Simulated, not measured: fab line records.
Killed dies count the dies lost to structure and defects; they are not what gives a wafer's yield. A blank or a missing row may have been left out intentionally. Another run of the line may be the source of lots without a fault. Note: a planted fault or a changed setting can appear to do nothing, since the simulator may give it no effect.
One fault seen from 2 desks -- flow nandHarc -- every desk sees just its own numbers, and what lay behind them comes last

== THE TOOL OWNER'S DESK: lithoTrack-03 ==
The tool's own readings at NHARC_P_ZERO_WELL_PEB_22 (peb time 85 s): means of the sampled wafers that have a number, for each lot that ran on this tool. Any lot whose mean is over 4 standard deviations away from the usual mean is out of limits and marked OUT; that distance is given in the brackets.
Columns: A = heaterPowerTotalW at NHARC_P_ZERO_WELL_PEB_22, usual 163.97 W; B = plateTempC at NHARC_P_ZERO_WELL_PEB_22, usual 117.98 C
lot,first seen here,A,B
L173,day 3 02:14,164.06,118.03
L175,day 3 14:25,168.58 (+17) OUT,120.64 (+19) OUT
L176,day 3 20:44,168.17 (+16) OUT,120.50 (+18) OUT
L177,day 4 02:22,168.62 (+17) OUT,120.44 (+18) OUT
This desk's verdict: out of limits on L175, L176, L177, starting with L175 at day 3 14:25 (heaterPowerTotalW at NHARC_P_ZERO_WELL_PEB_22). L173 stayed within limits.

== AT THE METROLOGY DESK ==
What the gauges read for every lot (on any tool): the sampled wafers with a number, averaged. Any lot whose mean is over 4 standard deviations away from the usual mean is out of limits and marked OUT; that distance is given in the brackets.
Columns: A = cdNm at NHARC_P_ZERO_WELL_CD_MEAS_24, usual 720.0 nm
lot,first seen here,A
L172,day 2 20:35,721.0
L173,day 3 02:20,721.3
L175,day 3 14:31,723.4
L176,day 3 20:49,724.1
L177,day 4 02:28,723.6
L186,day 6 08:35,722.0
L190,day 7 08:28,717.7
This desk's verdict: no lot among the 7 shows anything out of limits.

== ALL TOGETHER ==
On L175, L176, L177, at day 3 14:25, an alarm was possible from the tool owner's desk.
At the metrology desk, nothing out of limits was observed.
The metrology desk has L175, L176, L177 on record, within its limits.
The lots listed all ran NHARC_P_ZERO_WELL_PEB_22 on lithoTrack-03.

== WHAT WAS PUT IN BY THE SIMULATOR ==
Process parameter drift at NHARC_P_ZERO_WELL_PEB_22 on lithoTrack-03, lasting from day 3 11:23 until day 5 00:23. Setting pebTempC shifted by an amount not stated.
Lots struck among those shown: L175, L176, L177.
Hours from the fault's start to each desk's first reading out of limits: the tool owner's desk, 3.
